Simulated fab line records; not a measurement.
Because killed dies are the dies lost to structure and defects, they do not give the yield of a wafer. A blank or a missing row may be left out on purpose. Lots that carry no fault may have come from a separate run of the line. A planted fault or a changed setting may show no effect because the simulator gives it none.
fab line records	flow n5-finfet
record lots=24	wafers=72	last-day=17
route steps=1938 shown BEOL_M1@791
lots untouched by any fault: they come from a run of this same line in which no faults occurred
start-h: start of the lot's first displayed wafer, in hours after the record's first day	wait-h: time in hours since the lot's previous step	" repeats the value in the row above	L1.1+2: a row that stands for several wafers	- no value, or no start given	* or withheld: withheld	< > ~ a bound
route shown NAME@n: NAME is a module with steps in the file, n the number in the route of the first one	usual: mean/standard deviation taken from wafers without a fault	same: alike in all rows	chamber/n: place in a boat	sites: per-site readings	_std_site: the values' standard deviation	_edge_site: mean of outer sites minus mean of inner sites	radius-mm: how far each site lies from the wafer's centre	mask NAME#n: copy n	behind: the most recent tool/chamber to have shaped the wafer	hold: the reason the lot was held/the length of the hold in hours/how it ended	device: the transistor (n, p or np) that didn't switch	end of line: the same wafers' tests at the end of the route	a step with no rows: only its recipe	killed: dies lost to structure and defects at the first sort, not the wafer's yield	map: a wafer's dies, x killed, . not, _ none there
set.NAME: the setting the step ran with; set.NAME@STEP: the setting that earlier step ran with	model.NAME: the simulator's own value behind a step, which no gauge read
route steps across a sampled set of lots; one table per step, one row per wafer
services: from which hour (start-h, from the record's first day; less than 0 if before it) a tool's chamber was out of use, for how many hours, and why
## steps
# step N5_BEOL_M1_ETCH_69
# recipe chemistry=CF4	target=SiARC	target-depth-a=156	mask-material=CAR-EUV	time-s=26	ion-energy-ev=80	pressure-mtorr=40	source-w=545	bias-w=36	Ar_flow_sccm=100	cf4-flow-sccm=100	ends=cleared
# usual chamber-pressure-mTorr=40.00/0.039	drypump-motor-current-A=5.7/0.44	etch-rf-on-time-s=25.8/0.57	oes-product-au=0.69/0.055	rf-vpp-V=184.2/1.2	showerhead-plenum-p-Torr=2.15/0.074	throttle-valve-pct=15.57/0.15
lot.wafer	tool	chamber	start-h	wait-h	chamber-pressure-mTorr	drypump-motor-current-A	etch-rf-on-time-s	oes-product-au	rf-hours-counter-h	rf-vpp-V	showerhead-plenum-p-Torr	throttle-valve-pct
L074.2	rie-diel-05	2	128.87	0.0	40.02	5.3	26.1	0.70	91	185.0	2.16	15.72
L074.3	"	3	"	"	40.01	6.2	25.5	0.62	-	186.1	2.21	15.68
L074.5	"	3	"	"	39.94	6.2	25.5	0.62	-	184.3	2.21	15.71
L075.2	rie-diel-04	1	129.40	0.0	39.95	5.8	24.9	0.77	31	186.4	2.27	15.56
L075.3	"	0	"	"	40.00	5.1	24.8	0.67	140	184.4	2.14	15.52
L075.4	"	3	"	"	40.06	5.7	26.1	0.58	-	182.3	2.03	15.74
L076.1	rie-diel-04	3	132.25	0.0	40.02	5.7	26.3	0.58	234	183.7	2.03	15.76
L076.2	"	0	"	"	39.93	5.1	25.0	0.67	141	184.3	2.14	15.52
L076.5	"	0	"	"	39.99	5.1	24.9	0.67	-	183.2	2.14	15.52
L077.1	rie-diel-01	3	142.20	0.0	40.05	6.0	26.4	0.67	138	185.1	2.16	15.53
L077.2	"	1	"	"	39.98	6.3	26.1	0.74	43	183.6	2.11	15.31
L077.3	"	2	"	"	39.99	5.2	26.1	0.71	86	184.4	2.09	15.64
L078.2	rie-diel-05	3	145.89	0.0	40.01	6.2	25.5	0.63	213	184.6	2.21	15.71
L078.3	"	1	"	"	40.00	6.1	25.9	0.69	98	182.8	2.09	15.68
L078.6	"	1	"	"	39.95	6.1	25.9	0.68	-	182.9	2.09	15.70
L079.1	rie-diel-01	2	148.77	0.0	40.07	5.2	25.5	0.71	87	183.6	2.09	15.64
L079.4	"	2	"	"	39.98	5.1	25.8	0.71	-	183.1	2.09	15.64
L079.5	"	3	"	"	39.95	6.0	26.0	0.67	-	183.7	2.16	15.53
L080.2	rie-diel-04	3	160.29	0.0	40.02	5.7	26.2	0.58	244	182.5	2.02	15.79
L080.3	"	0	"	"	39.99	5.1	25.1	0.66	151	184.0	2.14	15.52
L080.6	"	1	"	"	40.00	5.8	25.1	0.76	-	185.1	2.27	15.59
L082.2	rie-diel-04	2	171.70	0.0	40.01	5.6	25.5	0.80	9	185.8	2.28	15.27
L082.3	"	1	"	"	40.01	5.8	25.1	0.75	46	185.5	2.27	15.60
L082.5	"	0	"	"	40.04	5.1	24.9	0.66	-	183.4	2.14	15.53
L081.1	rie-diel-04	1	172.11	0.0	40.07	5.9	25.1	0.75	46	185.6	2.27	15.59
L081.3	"	0	"	"	39.94	5.1	25.1	0.66	155	182.9	2.14	15.53
L081.6	"	2	"	"	40.02	5.6	25.7	0.79	-	186.2	2.28	15.27
L083.1	rie-diel-04	2	180.21	0.0	40.02	5.6	25.6	0.78	13	186.8	2.28	15.28
L083.2	"	0	"	"	39.99	5.1	25.0	0.65	159	183.5	2.14	15.56
L083.6	"	1	"	"	39.98	5.8	25.2	0.75	-	184.3	2.27	15.60
L084.2	rie-diel-04	2	185.16	0.0	39.96	5.6	25.7	0.78	15	186.2	2.28	15.26
L084.3	"	1	"	"	39.96	5.8	25.4	0.73	52	186.3	2.27	15.61
L084.6	"	0	"	"	39.94	5.1	25.2	0.65	-	185.6	2.14	15.54
L085.1	rie-diel-05	1	185.21	0.0	40.01	6.1	26.0	0.67	110	183.7	2.09	15.71
L085.2	"	0	"	"	39.98	5.9	27.1	0.79	10	184.3	2.19	15.46
L085.3	"	3	"	"	39.90	6.2	25.6	0.61	224	183.4	2.20	15.74
L086.3	rie-diel-05	3	203.46	0.0	39.91	6.2	25.4	0.62	230	183.3	2.20	15.74
L086.5	"	3	"	"	40.01	6.2	25.5	0.62	-	185.8	2.20	15.73
L086.6	"	2	"	"	40.05	5.3	25.9	0.67	-	185.7	2.15	15.77
L087.3	rie-diel-01	3	206.01	0.0	40.02	6.0	26.4	0.65	158	184.1	2.15	15.57
L087.4	"	3	"	"	39.97	6.0	26.5	0.65	-	183.2	2.15	15.57
L087.5	"	2	"	"	39.99	5.1	26.0	0.67	-	183.3	2.08	15.70
L088.1	rie-diel-01	2	207.21	0.0	39.91	5.2	26.5	0.68	113	184.2	2.08	15.70
L088.4	"	3	"	"	40.05	6.0	26.8	0.65	-	185.3	2.15	15.57
L088.5	"	2	"	"	39.97	5.2	26.5	0.67	-	182.7	2.08	15.69
L089.1	rie-diel-04	3	211.61	0.0	40.03	5.7	25.3	0.80	8	185.2	2.27	15.35
L089.2	"	1	"	"	39.99	5.8	25.1	0.73	60	184.9	2.26	15.61
L089.6	"	3	"	"	40.00	5.7	25.4	0.79	-	185.7	2.27	15.33
L090.3	rie-diel-01	2	217.41	0.0	40.00	5.1	26.4	0.67	117	183.2	2.08	15.69
L090.4	"	3	"	"	40.01	6.0	26.5	0.65	-	184.1	2.15	15.59
L090.5	"	1	"	"	39.99	6.3	26.3	0.70	-	183.6	2.10	15.36
L091.2	rie-diel-01	2	221.32	0.0	40.01	5.2	25.7	0.68	118	184.0	2.08	15.70
L091.3	"	1	"	"	40.00	6.3	25.7	0.70	76	184.1	2.10	15.37
L091.6	"	3	"	"	40.02	6.0	26.2	0.65	-	184.0	2.15	15.59
L092.1	rie-diel-01	3	228.78	0.0	40.03	6.0	26.3	0.64	167	183.5	2.15	15.58
L092.2	"	1	"	"	40.03	6.4	26.1	0.69	79	183.8	2.10	15.38
L092.5	"	2	"	"	40.02	5.1	25.9	0.68	-	183.6	2.08	15.70
L093.1	rie-diel-01	3	234.64	0.0	39.99	6.0	26.6	0.64	170	184.1	2.15	15.60
L093.2	"	1	"	"	40.03	6.4	26.0	0.70	82	182.5	2.09	15.39
L093.5	"	1	"	"	40.06	6.4	25.8	0.69	-	182.6	2.09	15.41
L094.1	rie-diel-05	2	235.26	0.0	39.98	5.3	25.8	0.66	125	184.4	2.14	15.77
L094.2	"	0	"	"	40.04	5.9	27.1	0.76	26	182.9	2.19	15.48
L094.4	"	1	"	"	39.99	6.1	25.7	0.66	126	182.7	2.08	15.75
L095.1	rie-diel-01	3	248.11	0.0	40.02	6.0	26.4	0.64	175	184.2	2.14	15.60
L095.3	"	2	"	"	40.05	5.2	26.0	0.67	130	183.9	2.08	15.73
L095.6	"	3	"	"	40.00	6.0	26.3	0.64	-	184.5	2.14	15.61
L096.2	rie-diel-01	2	251.92	0.0	39.99	5.2	26.1	0.67	131	183.4	2.08	15.74
L096.5	"	3	"	"	40.03	6.0	26.5	0.65	-	182.3	2.14	15.61
L096.6	"	2	"	"	39.98	5.2	26.1	0.67	-	182.9	2.08	15.75
L097.1	rie-diel-04	0	260.49	0.0	40.05	5.2	24.6	0.64	182	184.2	2.13	15.60
L097.4	"	0	"	"	40.00	5.2	24.6	0.64	-	183.7	2.13	15.60
L097.6	"	1	"	"	39.98	5.8	25.0	0.71	-	184.1	2.26	15.64
# step N5_BEOL_M1_ALD_98
# recipe material=SiO2	target-thk-a=25	temp-c=100	ald-precursor-family=BDEAS	ald-co-reactant=O2-plasma	pulse-time-s=1	co-reactant-pulse-time-s=1	purge-time-s=2	co-reactant-purge-time-s=2	ald-cycles=17	pressure-torr=2
# usual heater-power-w=80/10	precursor-pulse-height-rel=1.001/0.02
lot.wafer	tool	chamber	start-h	wait-h	heater-power-w	precursor-pulse-height-rel
L074.2	ald-sin-04	3	128.99	0.1	73	0.965
L074.3	"	1	"	"	84	1.000
L074.5	"	2	"	"	89	1.028
L075.2	ald-sin-03	3	129.48	0.1	75	0.996
L075.3	"	2	"	"	61	0.985
L075.4	"	1	"	"	54	0.982
L076.1	ald-sin-04	3	132.34	0.1	71	0.982
L076.2	"	2	"	"	91	1.004
L076.5	"	1	"	"	84	0.988
L077.1	ald-sin-04	2	142.28	0.1	90	1.033
L077.2	"	3	"	"	73	1.010
L077.3	"	0	"	"	77	1.011
L078.2	ald-sin-02	0	145.97	0.1	93	1.000
L078.3	"	3	"	"	80	1.015
L078.6	"	0	"	"	93	0.972
L079.1	ald-sin-02	0	148.85	0.1	94	1.010
L079.4	"	3	"	"	79	1.004
L079.5	"	1	"	"	80	0.996
L080.2	ald-sin-03	0	160.37	0.1	95	1.001
L080.3	"	3	"	"	76	0.991
L080.6	"	3	"	"	77	0.998
L082.2	ald-sin-02	0	171.78	0.1	97	0.979
L082.3	"	1	"	"	80	0.969
L082.5	"	3	"	"	79	0.983
L081.1	ald-sin-02	1	172.20	0.1	81	1.004
L081.3	"	0	"	"	93	1.001
L081.6	"	1	"	"	79	1.034
L083.1	ald-sin-03	2	181.22	1.0	62	1.026
L083.2	"	3	"	"	77	1.015
L083.6	"	3	"	"	77	0.972
L084.2	ald-sin-02	0	185.69	0.5	95	0.999
L084.3	"	3	"	"	80	1.014
L084.6	"	1	"	"	77	1.014
L085.1	ald-sin-02	0	185.79	0.6	93	1.008
L085.2	"	1	"	"	79	1.009
L085.3	"	3	"	"	81	1.003
L086.3	ald-sin-04	3	203.57	0.1	74	0.999
L086.5	"	1	"	"	83	0.990
L086.6	"	2	"	"	87	1.017
L087.3	ald-sin-02	1	206.09	0.1	78	0.983
L087.4	"	0	"	"	93	0.988
L087.5	"	3	"	"	79	0.995
L088.1	ald-sin-04	3	207.29	0.1	73	0.995
L088.4	"	0	"	"	78	0.999
L088.5	"	2	"	"	88	1.032
L089.1	ald-sin-03	2	211.69	0.1	62	1.026
L089.2	"	0	"	"	98	1.012
L089.6	"	2	"	"	62	1.002
L090.3	ald-sin-04	3	217.49	0.1	74	0.992
L090.4	"	2	"	"	88	1.039
L090.5	"	1	"	"	85	0.969
L091.2	ald-sin-02	0	221.40	0.1	96	1.020
L091.3	"	1	"	"	78	1.006
L091.6	"	0	"	"	93	1.036
L092.1	ald-sin-04	1	228.86	0.1	84	1.036
L092.2	"	2	"	"	88	1.035
L092.5	"	1	"	"	85	1.014
L093.1	ald-sin-02	2	234.72	0.1	80	0.972
L093.2	"	1	"	"	80	1.012
L093.5	"	3	"	"	82	1.032
L094.1	ald-sin-02	1	235.35	0.1	78	1.002
L094.2	"	2	"	"	80	1.019
L094.4	"	0	"	"	95	0.971
L095.1	ald-sin-03	2	248.19	0.1	65	1.023
L095.3	"	0	"	"	93	1.038
L095.6	"	3	"	"	78	0.983
L096.2	ald-sin-04	3	252.03	0.1	73	0.956
L096.5	"	2	"	"	87	1.016
L096.6	"	1	"	"	84	0.980
L097.1	ald-sin-03	3	260.61	0.1	78	1.019
L097.4	"	0	"	"	96	0.998
L097.6	"	3	"	"	77	1.004
# step N5_BEOL_M1_SPUTTER_81
# recipe material=Cu	target-thk-a=45	temp-c=-20	chamber-pressure-pa=0.07	power-w=withheld	time-s=8.29
# usual throttle-valve-pct=30.1/0.66
lot.wafer	tool	chamber	start-h	wait-h	throttle-valve-pct
L075.2	pvd-sputter-03	-	137.32	0.1	28.5
L075.3	"	-	"	"	30.6
L075.4	"	-	"	"	30.0
L074.2	pvd-sputter-02	-	138.81	0.1	29.2
L074.3	"	-	"	"	30.7
L074.5	"	-	"	"	30.8
L076.1	pvd-sputter-03	-	139.20	0.1	30.0
L076.2	"	-	"	"	30.7
L076.5	"	-	"	"	31.0
L077.1	pvd-sputter-03	-	151.29	0.1	30.6
L077.2	"	-	"	"	29.7
L077.3	"	-	"	"	28.7
L078.2	pvd-sputter-03	-	153.13	0.1	30.0
L078.3	"	-	"	"	30.6
L078.6	"	-	"	"	30.6
L079.1	pvd-sputter-01	-	156.09	0.1	30.4
L079.4	"	-	"	"	30.5
L079.5	"	-	"	"	30.4
L080.2	pvd-sputter-02	-	168.50	0.1	31.1
L080.3	"	-	"	"	29.1
L080.6	"	-	"	"	30.6
L081.1	pvd-sputter-01	-	176.73	0.1	30.9
L081.3	"	-	"	"	29.6
L081.6	"	-	"	"	30.2
L082.2	pvd-sputter-02	-	181.70	0.1	30.1
L082.3	"	-	"	"	29.2
L082.5	"	-	"	"	30.1
L083.1	pvd-sputter-01	-	185.23	0.1	30.5
L083.2	"	-	"	"	29.6
L083.6	"	-	"	"	29.0
L084.2	pvd-sputter-03	-	191.37	0.1	30.6
L084.3	"	-	"	"	28.8
L084.6	"	-	"	"	30.6
L085.1	pvd-sputter-01	-	194.14	0.1	30.8
L085.2	"	-	"	"	30.7
L085.3	"	-	"	"	29.9
L086.3	pvd-sputter-03	-	207.77	0.1	30.7
L086.5	"	-	"	"	30.1
L086.6	"	-	"	"	30.8
L088.1	pvd-sputter-02	-	211.38	0.1	30.2
L088.4	"	-	"	"	30.4
L088.5	"	-	"	"	30.0
L087.3	pvd-sputter-03	-	211.47	0.1	30.3
L087.4	"	-	"	"	28.7
L087.5	"	-	"	"	30.7
L089.1	pvd-sputter-02	-	218.14	0.1	30.2
L089.2	"	-	"	"	30.2
L089.6	"	-	"	"	29.4
L090.3	pvd-sputter-01	-	222.04	0.1	30.0
L090.4	"	-	"	"	29.3
L090.5	"	-	"	"	30.5
L091.2	pvd-sputter-02	-	225.42	0.1	30.2
L091.3	"	-	"	"	30.4
L091.6	"	-	"	"	30.1
L092.1	pvd-sputter-02	-	232.68	0.1	29.2
L092.2	"	-	"	"	30.9
L092.5	"	-	"	"	30.2
L093.1	pvd-sputter-03	-	239.73	0.1	30.0
L093.2	"	-	"	"	30.6
L093.5	"	-	"	"	30.9
L094.1	pvd-sputter-02	-	243.51	0.1	29.0
L094.2	"	-	"	"	30.9
L094.4	"	-	"	"	30.5
L095.1	pvd-sputter-03	-	251.78	0.1	30.3
L095.3	"	-	"	"	30.7
L095.6	"	-	"	"	30.9
L097.1	pvd-sputter-01	-	272.70	0.1	29.4
L097.4	"	-	"	"	30.4
L097.6	"	-	"	"	29.8
L096.2	pvd-sputter-03	-	276.76	0.1	30.9
L096.5	"	-	"	"	30.1
L096.6	"	-	"	"	28.5
# step N5_BEOL_M1_ANNEAL_87
# recipe temp-c=400	time-s=240	ambient=vacuum
# usual heater-power-w=803/100
lot.wafer	tool	chamber	start-h	wait-h	heater-power-w
L075.2	pvd-sputter-03	-	137.62	0.0	846
L075.3	"	-	"	"	693
L075.4	"	-	"	"	679
L074.2	pvd-sputter-02	-	139.11	0.0	935
L074.3	"	-	"	"	718
L074.5	"	-	"	"	709
L076.1	pvd-sputter-03	-	139.50	0.0	692
L076.2	"	-	"	"	958
L076.5	"	-	"	"	699
L077.1	pvd-sputter-03	-	151.59	0.0	712
L077.2	"	-	"	"	675
L077.3	"	-	"	"	824
L078.2	pvd-sputter-03	-	153.43	0.0	688
L078.3	"	-	"	"	945
L078.6	"	-	"	"	987
L079.1	pvd-sputter-01	-	156.39	0.0	818
L079.4	"	-	"	"	804
L079.5	"	-	"	"	790
L080.2	pvd-sputter-02	-	168.80	0.0	710
L080.3	"	-	"	"	947
L080.6	"	-	"	"	717
L081.1	pvd-sputter-01	-	177.03	0.0	814
L081.3	"	-	"	"	857
L081.6	"	-	"	"	851
L082.2	pvd-sputter-02	-	182.00	0.0	894
L082.3	"	-	"	"	956
L082.5	"	-	"	"	678
L083.1	pvd-sputter-01	-	185.53	0.0	800
L083.2	"	-	"	"	799
L083.6	"	-	"	"	785
L084.2	pvd-sputter-03	-	191.67	0.0	972
L084.3	"	-	"	"	874
L084.6	"	-	"	"	960
L085.1	pvd-sputter-01	-	194.44	0.0	803
L085.2	"	-	"	"	789
L085.3	"	-	"	"	868
L086.3	pvd-sputter-03	-	208.07	0.0	963
L086.5	"	-	"	"	660
L086.6	"	-	"	"	964
L088.1	pvd-sputter-02	-	211.68	0.0	657
L088.4	"	-	"	"	869
L088.5	"	-	"	"	893
L087.3	pvd-sputter-03	-	211.77	0.0	683
L087.4	"	-	"	"	851
L087.5	"	-	"	"	671
L089.1	pvd-sputter-02	-	218.44	0.0	662
L089.2	"	-	"	"	884
L089.6	"	-	"	"	928
L090.3	pvd-sputter-01	-	222.34	0.0	850
L090.4	"	-	"	"	796
L090.5	"	-	"	"	831
L091.2	pvd-sputter-02	-	225.72	0.0	688
L091.3	"	-	"	"	885
L091.6	"	-	"	"	677
L092.1	pvd-sputter-02	-	232.98	0.0	938
L092.2	"	-	"	"	719
L092.5	"	-	"	"	870
L093.1	pvd-sputter-03	-	240.03	0.0	684
L093.2	"	-	"	"	948
L093.5	"	-	"	"	705
L094.1	pvd-sputter-02	-	243.81	0.0	933
L094.2	"	-	"	"	716
L094.4	"	-	"	"	896
L095.1	pvd-sputter-03	-	252.08	0.0	679
L095.3	"	-	"	"	687
L095.6	"	-	"	"	961
L097.1	pvd-sputter-01	-	273.00	0.0	795
L097.4	"	-	"	"	812
L097.6	"	-	"	"	851
L096.2	pvd-sputter-03	-	277.06	0.0	690
L096.5	"	-	"	"	694
L096.6	"	-	"	"	855
# step N5_BEOL_M1_SPUTTER_88
# recipe material=Cu	target-thk-a=45	temp-c=-20	chamber-pressure-pa=0.07	power-w=withheld	time-s=8.29
# usual throttle-valve-pct=30.1/0.66
lot.wafer	tool	chamber	start-h	wait-h	throttle-valve-pct
L075.2	pvd-sputter-03	-	137.76	0.1	28.7
L075.3	"	-	"	"	30.7
L075.4	"	-	"	"	30.0
L074.2	pvd-sputter-02	-	139.25	0.1	29.2
L074.3	"	-	"	"	30.8
L074.5	"	-	"	"	30.6
L076.1	pvd-sputter-03	-	139.64	0.1	30.2
L076.2	"	-	"	"	30.8
L076.5	"	-	"	"	30.8
L077.1	pvd-sputter-03	-	151.73	0.1	30.6
L077.2	"	-	"	"	30.3
L077.3	"	-	"	"	28.8
L078.2	pvd-sputter-03	-	153.57	0.1	30.1
L078.3	"	-	"	"	30.5
L078.6	"	-	"	"	30.4
L079.1	pvd-sputter-01	-	156.53	0.1	30.3
L079.4	"	-	"	"	30.5
L079.5	"	-	"	"	30.6
L080.2	pvd-sputter-02	-	168.94	0.1	30.9
L080.3	"	-	"	"	29.1
L080.6	"	-	"	"	30.9
L081.1	pvd-sputter-01	-	177.19	0.1	30.9
L081.3	"	-	"	"	30.0
L081.6	"	-	"	"	30.0
L082.2	pvd-sputter-02	-	182.14	0.1	30.4
L082.3	"	-	"	"	29.3
L082.5	"	-	"	"	30.1
L083.1	pvd-sputter-01	-	185.67	0.1	30.6
L083.2	"	-	"	"	29.5
L083.6	"	-	"	"	29.6
L084.2	pvd-sputter-03	-	191.81	0.1	30.4
L084.3	"	-	"	"	28.7
L084.6	"	-	"	"	30.5
L085.1	pvd-sputter-01	-	194.58	0.1	30.8
L085.2	"	-	"	"	30.5
L085.3	"	-	"	"	29.8
L086.3	pvd-sputter-03	-	208.21	0.1	30.7
L086.5	"	-	"	"	30.4
L086.6	"	-	"	"	30.7
L088.1	pvd-sputter-02	-	211.82	0.1	30.2
L088.4	"	-	"	"	30.1
L088.5	"	-	"	"	30.2
L087.3	pvd-sputter-03	-	211.91	0.1	30.2
L087.4	"	-	"	"	28.5
L087.5	"	-	"	"	30.8
L089.1	pvd-sputter-02	-	218.58	0.1	30.1
L089.2	"	-	"	"	30.2
L089.6	"	-	"	"	29.1
L090.3	pvd-sputter-01	-	222.48	0.1	29.9
L090.4	"	-	"	"	29.4
L090.5	"	-	"	"	30.4
L091.2	pvd-sputter-02	-	225.86	0.1	30.3
L091.3	"	-	"	"	30.4
L091.6	"	-	"	"	30.1
L092.1	pvd-sputter-02	-	233.12	0.1	29.0
L092.2	"	-	"	"	30.7
L092.5	"	-	"	"	30.1
L093.1	pvd-sputter-03	-	240.17	0.1	30.2
L093.2	"	-	"	"	30.6
L093.5	"	-	"	"	30.7
L094.1	pvd-sputter-02	-	243.95	0.1	29.2
L094.2	"	-	"	"	30.6
L094.4	"	-	"	"	30.2
L095.1	pvd-sputter-03	-	252.22	0.1	30.1
L095.3	"	-	"	"	30.7
L095.6	"	-	"	"	30.3
L097.1	pvd-sputter-01	-	273.14	0.1	29.1
L097.4	"	-	"	"	30.7
L097.6	"	-	"	"	30.2
L096.2	pvd-sputter-03	-	277.20	0.1	30.9
L096.5	"	-	"	"	29.9
L096.6	"	-	"	"	28.8
# step N5_BEOL_M1_CO_CAP_55
# recipe material=Co	target-thk-a=20	temp-c=200	precursor=CCTBA/H2	pressure-torr=30	time-s=102.1
# usual heater-power-w=232/14
lot.wafer	tool	chamber	start-h	wait-h	heater-power-w
L075.2	cvd-co-02	2	139.57	0.0	254
L075.3	"	0	"	"	219
L075.4	"	0	"	"	219
L074.2	cvd-co-02	0	141.27	0.0	209
L074.3	"	2	"	"	245
L074.5	"	0	"	"	207
L076.1	cvd-co-02	1	141.69	0.0	232
L076.2	"	0	"	"	212
L076.5	"	1	"	"	236
L077.1	cvd-co-02	1	156.75	0.0	235
L077.2	"	2	"	"	249
L077.3	"	0	"	"	215
L078.2	cvd-co-02	1	156.86	0.0	237
L078.3	"	0	"	"	210
L078.6	"	2	"	"	251
L079.1	cvd-co-02	1	158.71	0.0	234
L079.4	"	1	"	"	232
L079.5	"	2	"	"	248
L080.2	cvd-co-02	0	170.74	0.0	219
L080.3	"	2	"	"	255
L080.6	"	1	"	"	233
L081.1	cvd-co-02	1	179.07	0.0	236
L081.3	"	2	"	"	247
L081.6	"	0	"	"	210
L082.2	cvd-co-02	1	184.20	0.0	233
L082.3	"	0	"	"	217
L082.5	"	0	"	"	221
L083.1	cvd-co-02	0	187.42	0.0	209
L083.2	"	2	"	"	255
L083.6	"	1	"	"	233
L084.2	cvd-co-02	0	193.72	0.0	210
L084.3	"	1	"	"	231
L084.6	"	2	"	"	244
L085.1	cvd-co-02	2	196.33	0.0	249
L085.2	"	0	"	"	216
L085.3	"	1	"	"	238
L086.3	cvd-co-01	0	210.01	0.1	240
L086.5	"	2	"	"	236
L086.6	"	0	"	"	228
L088.1	cvd-co-02	2	213.57	0.0	250
L088.4	"	1	"	"	237
L088.5	"	2	"	"	252
L087.3	cvd-co-01	0	213.71	0.1	233
L087.4	"	2	"	"	233
L087.5	"	2	"	"	229
L089.1	cvd-co-02	2	220.50	0.0	256
L089.2	"	0	"	"	216
L089.6	"	2	"	"	251
L090.3	cvd-co-01	1	224.23	0.0	211
L090.4	"	2	"	"	233
L090.5	"	1	"	"	207
L091.2	cvd-co-02	1	227.61	0.0	241
L091.3	"	0	"	"	212
L091.6	"	0	"	"	219
L092.1	cvd-co-01	1	234.88	0.0	209
L092.2	"	2	"	"	241
L092.5	"	2	"	"	245
L093.1	cvd-co-02	0	241.92	0.0	214
L093.2	"	2	"	"	251
L093.5	"	0	"	"	216
L094.1	cvd-co-02	2	245.69	0.0	248
L094.2	"	1	"	"	235
L094.4	"	0	"	"	214
L095.1	cvd-co-01	2	253.98	0.0	230
L095.3	"	0	"	"	240
L095.6	"	0	"	"	234
L097.1	cvd-co-01	2	274.89	0.0	233
L097.4	"	0	"	"	234
L097.6	"	1	"	"	207
L096.2	cvd-co-01	0	279.29	0.0	241
L096.5	"	0	"	"	238
L096.6	"	1	"	"	209
## services
tool	chamber	start-h	hours	kind
ald-sin-03	-	111.26	6.0	pm
rie-diel-01	3	111.79	13.2	repair
cvd-co-01	2	118.40	10.0	repair
ald-sin-02	3	123.38	3.3	repair
rie-diel-01	0	123.46	131.8	repair
rie-diel-05	1	126.84	5.4	repair
cvd-co-01	1	129.71	14.0	repair
ald-sin-04	1	137.93	12.3	repair
ald-sin-02	-	140.54	0.7	repair
cvd-co-02	-	150.86	0.7	repair
pvd-sputter-01	-	151.43	3.4	repair
rie-diel-01	3	154.67	14.1	repair
ald-sin-04	-	173.10	6.0	pm
ald-sin-04	-	179.10	14.0	pm
rie-diel-04	0	202.29	6.5	repair
ald-sin-02	-	212.74	1.2	repair
rie-diel-04	2	233.69	4.1	repair
ald-sin-04	1	233.85	9.4	repair
ald-sin-04	3	241.97	2.1	repair
ald-sin-03	1	242.68	37.2	repair
ald-sin-02	-	249.69	0.8	pm
rie-diel-04	2	252.40	19.3	repair
ald-sin-04	-	263.86	2.8	pm
ald-sin-02	-	268.40	14.0	pm
## key
fault none
